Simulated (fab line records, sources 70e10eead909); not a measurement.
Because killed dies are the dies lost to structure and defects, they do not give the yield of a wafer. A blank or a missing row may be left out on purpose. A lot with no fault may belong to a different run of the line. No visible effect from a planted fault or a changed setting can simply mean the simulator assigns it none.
Which tool is to blame? -- flow nand-harc -- 14 lots, 42 wafers sampled, at 4 steps of a route of 1302

== WHAT THE GAUGES SHOWED, per wafer ==
Not one reading of a measure or inspect step in the record can be checked against a usual standard deviation.

== TOOL THAT RAN EACH LOT (tool first, then ch and the chambers of the sampled wafers, then the start) ==
lot,NHARC_A_CHANNEL_HOLE_D2_ETCH_25,NHARC_A_CHANNEL_FILL_D2_ETCHBACK_19,NHARC_A_CHANNEL_FILL_D2_ALD_25,NHARC_A_STAIRCASE_DEP_156
L143,"har-etch-02 ch 1, day 13 13:46","rie-si-05 ch 1,3, day 14 16:53","ald-hk-04 ch 1,2,3, day 15 05:38","pecvd-02 ch 0,1,2, day 15 17:40"
L144,"har-etch-02 ch 0,1, day 14 03:37","rie-si-01 ch 0,2,3, day 15 06:16","ald-hk-01 ch 0,2,3, day 15 18:12","pecvd-01 ch 0,2, day 16 06:16"
L146,"har-etch-01 ch 0,1, day 14 07:08","rie-si-05 ch 0,3, day 15 13:40","ald-hk-02 ch 0,2,3, day 16 02:50","pecvd-04 ch 0,2, day 16 13:35"
L145,"har-etch-01 ch 0,1, day 14 15:45","rie-si-05 ch 0,2,3, day 15 18:47","ald-hk-02 ch 0,1, day 16 07:43","pecvd-01 ch 0,1, day 17 04:41"
L147,"har-etch-02 ch 0,1, day 15 01:55","rie-si-01 ch 0,1,3, day 16 05:08","ald-hk-01 ch 2,3, day 17 04:42","pecvd-02 ch 1,2, day 17 16:37"
L149,"har-etch-01 ch 0,1, day 15 16:34","rie-si-05 ch 1,2,3, day 16 18:58","ald-hk-01 ch 1,2,3, day 17 09:01",-
L150,"har-etch-02 ch 0,1, day 15 16:41","rie-si-06 ch 0,3, day 16 18:55","ald-hk-02 ch 0,1,3, day 17 06:53","pecvd-02 ch 0,2, day 17 19:00"
L151,"har-etch-01 ch 0,1, day 17 02:12","rie-si-01 ch 0,2,3, day 18 06:05","ald-hk-01 ch 1,2,3, day 18 19:43",-
L159,"har-etch-02 ch 0, day 20 04:23","rie-si-06 ch 0,1,3, day 21 07:09","ald-hk-01 ch 0,1, day 21 18:46","pecvd-04 ch 0,1,2, day 22 06:57"
L161,"har-etch-01 ch 0,1, day 20 20:40","rie-si-01 ch 0,2, day 22 03:46","ald-hk-01 ch 0,2, day 22 16:41","pecvd-01 ch 0,1, day 23 04:53"
L163,"har-etch-01 ch 0,1, day 21 09:24","rie-si-06 ch 0,1,3, day 22 14:02","ald-hk-01 ch 0,1,3, day 23 02:13","pecvd-02 ch 1,2, day 23 13:54"
L162,"har-etch-02 ch 0,1, day 21 09:37","rie-si-01 ch 0,2, day 22 14:02","ald-hk-04 ch 1,3, day 23 02:13","pecvd-04 ch 0,1,2, day 23 13:42"
L165,"har-etch-01 ch 0,1, day 22 23:56","rie-si-05 ch 0,2, day 24 05:31","ald-hk-04 ch 2,3, day 24 18:02","pecvd-04 ch 1,2, day 25 05:29"
L166,"har-etch-01 ch 0,1, day 23 16:53","rie-si-05 ch 1,3, day 24 19:18","ald-hk-04 ch 0,1,2, day 25 08:19","pecvd-01 ch 1,2, day 25 20:28"
- NHARC_A_CHANNEL_HOLE_D2_ETCH_25: etches the open film in C4F8/O2/Ar, time 1040.2 s, target depth 1500 nm.
- NHARC_A_CHANNEL_FILL_D2_ETCHBACK_19: etches the open film in HBr/Cl2, target depth 5 nm, time 1.7 s.
- NHARC_A_CHANNEL_FILL_D2_ALD_25: deposits SiOx, target thk 60 nm, pulse time 10 s, ald cycles 600.
- NHARC_A_STAIRCASE_DEP_156: deposits SiNx, target thk 50 nm.

== AS READ BY THE TOOLS THEMSELVES (means over the sampled wafers that have a number; for cases with no such wafer, the mark the record gives instead) ==
NHARC_A_CHANNEL_HOLE_D2_ETCH_25.
lot,tool,drypump-motor-current-A (A),mfc-ar-sccm (sccm),o2-flow-sccm (sccm),showerhead-plenum-p-Torr (Torr),throttle-valve-pct (%)
L143,har-etch-02,5.71,374.4,31.20,3.72,32.217
L144,har-etch-02,5.83,374.1,31.19,3.69,32.235
L146,har-etch-01,6.24,375.8,31.08,3.62,32.229
L145,har-etch-01,6.23,375.7,31.17,3.62,32.227
L147,har-etch-02,5.84,375.3,31.24,3.69,32.250
L149,har-etch-01,6.08,373.7,31.20,3.53,32.235
L150,har-etch-02,5.84,374.0,31.07,3.68,32.238
L151,har-etch-01,6.06,374.2,31.26,3.52,32.227
L159,har-etch-02,6.06,375.0,31.30,3.61,32.235
L161,har-etch-01,6.07,375.2,31.14,3.49,32.241
L163,har-etch-01,6.08,374.5,31.18,3.48,32.241
L162,har-etch-02,5.95,375.4,31.27,3.62,32.229
L165,har-etch-01,6.06,374.9,31.30,3.47,32.229
L166,har-etch-01,6.20,374.4,31.08,3.55,32.236

NHARC_A_CHANNEL_FILL_D2_ETCHBACK_19.
lot,tool,drypump-motor-current-A (A),mfc-cl2-sccm (sccm),oes-product-au (a.u.),throttle-valve-pct (%)
L143,rie-si-05,6.4,50.00,0.999,26.407
L144,rie-si-01,5.5,50.01,1.001,26.407
L146,rie-si-05,5.7,49.99,1.004,26.402
L145,rie-si-05,5.9,49.95,1.008,26.400
L147,rie-si-01,5.9,50.06,1.001,26.409
L149,rie-si-05,6.2,49.94,0.994,26.410
L150,rie-si-06,6.1,50.11,1.000,26.404
L151,rie-si-01,5.5,50.01,1.004,26.396
L159,rie-si-06,6.0,49.90,1.009,26.398
L161,rie-si-01,5.1,50.04,1.008,26.394
L163,rie-si-06,6.0,49.92,0.996,26.395
L162,rie-si-01,5.1,50.05,1.005,26.399
L165,rie-si-05,5.8,50.15,1.008,26.402
L166,rie-si-05,6.4,49.82,0.993,26.398

NHARC_A_CHANNEL_FILL_D2_ALD_25.
lot,tool,heater-power-outer-w (W),heater-power-w (W),precursor-pulse-height-rel
L143,ald-hk-04,279,502,0.991
L144,ald-hk-01,259,467,0.973
L146,ald-hk-02,282,486,0.990
L145,ald-hk-02,279,486,1.015
L147,ald-hk-01,245,432,1.002
L149,ald-hk-01,-,-,-
L150,ald-hk-02,285,497,0.997
L151,ald-hk-01,-,-,-
L159,ald-hk-01,274,474,1.008
L161,ald-hk-01,251,442,0.982
L163,ald-hk-01,260,450,0.973
L162,ald-hk-04,256,492,0.995
L165,ald-hk-04,298,555,1.011
L166,ald-hk-04,291,527,0.993

NHARC_A_STAIRCASE_DEP_156.
lot,tool,heater-power-w (W),showerhead-vpp-V (V)
L143,pecvd-02,720,1388
L144,pecvd-01,702,1281
L146,pecvd-04,708,1377
L145,pecvd-01,732,1261
L147,pecvd-02,703,1468
L150,pecvd-02,745,1326
L159,pecvd-04,803,1370
L161,pecvd-01,665,1269
L163,pecvd-02,679,1385
L162,pecvd-04,744,1382
L165,pecvd-04,756,1334
L166,pecvd-01,770,1300

== THE ANSWER, worked out from the rows above alone ==
Rule: usual is defined by the lots themselves. The widest of any qualifying gaps counts: lots, ordered by their means at a reading, are off when they make up no more than a third of the lots, leave a main group of 4 or more, and stand apart from it by 3 or more times the standard deviation of that group's means. A main group whose means are all the same, to the digits that the tables above print for the reading, isn't used. Also off: a lot with no number at a reading for which 4 or more lots have one. Any other lot the step has rows for is counted as sound. The gauges are gone through in route order, then the tools' own readings, and for those a lot's mean is taken as printed above. The first step at which some lot is off is used, and at that step the reading that is off furthest; a lot without a number counts as furthest.
Off, at NHARC_A_CHANNEL_FILL_D2_ALD_25 on heater-power-outer-w: L149, L151. Without a number there: L149, L151. For the main group the mean is 272 W and the standard deviation 16.
If a tool, at that step or one of the process steps before it, ran each lot that is off and ran no sound lot following the first of them, it fits. No candidate that was tried fits.

== WHAT THE SIMULATOR HAD INSERTED ==
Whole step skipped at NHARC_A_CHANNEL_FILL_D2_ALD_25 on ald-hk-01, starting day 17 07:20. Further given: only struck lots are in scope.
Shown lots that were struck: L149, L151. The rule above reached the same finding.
